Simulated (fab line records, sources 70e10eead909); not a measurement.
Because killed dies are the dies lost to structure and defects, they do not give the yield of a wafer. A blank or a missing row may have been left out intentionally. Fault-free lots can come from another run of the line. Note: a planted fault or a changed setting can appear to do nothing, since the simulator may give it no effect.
Commonality check across tools ; flow nand harc ; 12 lots, 36 wafers sampled

REASON FOR OPENING
On 1 of the 12 lots, a flag is raised at NHARC_P_GATE_CD_MEAS_91 on the reading cd nm. Wafers without a fault read 2000.6 nm, standard deviation 2.1.
Rule: a lot gets a flag if all its wafers with a number sit over 4 standard deviations from that mean, or if no wafer of it has a number. All remaining lots are regarded as sound.

lot;measured;on;cd nm (nm), wafer by wafer;flag
L430;day 5 14:55;cd sem-03;2001.3 2000.8 2002.7;
L431;day 5 22:25;cd sem-03;1999.4 2000.5 1999.8;
L432;day 6 01:30;cd sem-01;1997.9 1998.4 2002.3;
L436;day 7 02:57;cd sem-03;2000.4 1997.3 2000.8;
L435;day 7 03:52;cd sem-03;2002.0 2001.1 2000.2;
L437;day 7 18:32;cd sem-01;1999.1 2001.9 2000.6;
L439;day 7 19:59;cd sem-02;1998.0 1997.2 2000.8;
L440;day 8 13:11;cd sem-03;1933.9 1932.6 1936.1;FLAGGED
L449;day 10 11:14;cd sem-03;2001.7 2001.2 2006.2;
L450;day 10 11:41;cd sem-02;2003.7 2003.3 2001.7;
L451;day 10 16:44;cd sem-01;2001.7 1998.4 1998.8;
L452;day 11 04:00;cd sem-01;1994.8 1998.8 2001.3;
The mean of the flagged lots' numbers is 1934.2 nm, -66.4 nm from the usual (-32 standard deviations).

WHICH TOOL EACH LOT WENT THROUGH
Before the reading, the record contains 3 process steps out of a 1159-step route. Read each cell as the tool, then ch plus the chambers that the sampled wafers visited, then the start.
lot;flag;NHARC_P_GATE_HM_DEP_102;NHARC_P_GATE_HM_OPEN_105;NHARC_P_GATE_EXPOSE_88
L430;;acl dep-01 ch 0, day 4 21:43;rie diel-05 ch 0,1,2, day 5 14:46 or earlier;krf scanner-04 ch 0, day 5 14:46
L431;;acl dep-03 ch 0, day 5 05:29;rie diel-08 ch 2,3, day 5 22:16 or earlier;krf scanner-04 ch 0, day 5 22:16
L432;;acl dep-02 ch 0, day 5 08:43;rie diel-02 ch 0,2,3, day 6 01:20 or earlier;krf scanner-04 ch 0, day 6 01:20
L436;;acl dep-03 ch 0, day 6 10:06;rie diel-02 ch 0,2, day 7 02:48 or earlier;krf scanner-03 ch 0, day 7 02:48
L435;;acl dep-02 ch 0, day 6 10:35;rie diel-05 ch 0,3, day 7 03:43 or earlier;krf scanner-04 ch 0, day 7 03:43
L437;;acl dep-02 ch 0, day 6 20:34;rie diel-02 ch 1,2, day 7 18:22 or earlier;krf scanner-04 ch 0, day 7 18:22
L439;;acl dep-02 ch 0, day 7 03:00;rie diel-05 ch 0,1, day 7 19:50 or earlier;krf scanner-04 ch 0, day 7 19:50
L440;FLAGGED;acl dep-03 ch 0, day 7 19:43;rie diel-08 ch 1,2,3, day 8 13:02 or earlier;krf scanner-04 ch 0, day 8 13:02
L449;;acl dep-02 ch 0, day 9 18:35;rie diel-02 ch 0,1,2, day 10 11:05 or earlier;krf scanner-01 ch 0, day 10 11:05
L450;;acl dep-01 ch 0, day 9 18:41;rie diel-05 ch 0,2,3, day 10 11:32 or earlier;krf scanner-03 ch 0, day 10 11:32
L451;;acl dep-02 ch 0, day 9 23:56;rie diel-05 ch 0,1,2, day 10 16:35 or earlier;krf scanner-01 ch 0, day 10 16:35
L452;;acl dep-02 ch 0, day 10 11:34;rie diel-02 ch 0,1, day 11 03:51 or earlier;krf scanner-04 ch 0, day 11 03:51
What the steps here do:
- NHARC_P_GATE_HM_DEP_102: deposits aC, target thk 120 nm.
- NHARC_P_GATE_HM_OPEN_105: chemistry O2/COS, target depth 360 nm.
- NHARC_P_GATE_EXPOSE_88: exposes mask P HVN, target cd 2000 nm.
- NHARC_P_GATE_CD_MEAS_91: target cd 2000 nm.

FLAGGED AGAINST TOTAL, ONE TOOL AT A TIME (gauges that did the reading follow at the end)
step;tool;lots run;flagged;share of the flagged lots;sound lots run after its first flagged lot
NHARC_P_GATE_HM_DEP_102;acl dep-01;2;0;none;-
NHARC_P_GATE_HM_DEP_102;acl dep-02;7;0;none;-
NHARC_P_GATE_HM_DEP_102;acl dep-03;3;1;all;0
NHARC_P_GATE_HM_OPEN_105;rie diel-02;5;0;none;-
NHARC_P_GATE_HM_OPEN_105;rie diel-05;5;0;none;-
NHARC_P_GATE_HM_OPEN_105;rie diel-08;2;1;all;0
NHARC_P_GATE_EXPOSE_88;krf scanner-01;2;0;none;-
NHARC_P_GATE_EXPOSE_88;krf scanner-03;2;0;none;-
NHARC_P_GATE_EXPOSE_88;krf scanner-04;8;1;all;1 (L452)
NHARC_P_GATE_CD_MEAS_91;cd sem-01;4;0;none;-
NHARC_P_GATE_CD_MEAS_91;cd sem-02;2;0;none;-
NHARC_P_GATE_CD_MEAS_91;cd sem-03;6;1;all;1 (L449)
NHARC_P_GATE_HM_OPEN_105 gives no start for some lots, so the hours and the order of its lots are those of NHARC_P_GATE_EXPOSE_88.

WHAT THE TABLE ALLOWS
4 rows of the table ran every flagged lot: acl dep-03 at NHARC_P_GATE_HM_DEP_102, rie diel-08 at NHARC_P_GATE_HM_OPEN_105, krf scanner-04 at NHARC_P_GATE_EXPOSE_88, cd sem-03 at NHARC_P_GATE_CD_MEAS_91.
- acl dep-03 at NHARC_P_GATE_HM_DEP_102 ran 3 lots, 1 of them flagged. A fault beginning between L436 (day 6 10:06), its last sound lot, and L440 (day 7 19:43), its first flagged one, fits the data.
- rie diel-08 at NHARC_P_GATE_HM_OPEN_105 ran 2 lots, 1 of them flagged. A fault beginning between L431 (day 5 22:16), its last sound lot, and L440 (day 8 13:02), its first flagged one, fits the data.
- krf scanner-04 at NHARC_P_GATE_EXPOSE_88 ran 8 lots, 1 of them flagged. Lots that were sound ran on it after the first flagged one (L452); a persistent fault on the entire tool would not allow that.
- cd sem-03 at NHARC_P_GATE_CD_MEAS_91 ran 6 lots, 1 of them flagged. Lots that were sound ran on it after the first flagged one (L449); a persistent fault on the entire tool would not allow that.
These 2 tools cannot be told apart by counting lots, since each of them fits a fault that started at some hour. More lots, or a look at what each step does to the wafer, might.

WHAT WAS PUT IN BY THE SIMULATOR
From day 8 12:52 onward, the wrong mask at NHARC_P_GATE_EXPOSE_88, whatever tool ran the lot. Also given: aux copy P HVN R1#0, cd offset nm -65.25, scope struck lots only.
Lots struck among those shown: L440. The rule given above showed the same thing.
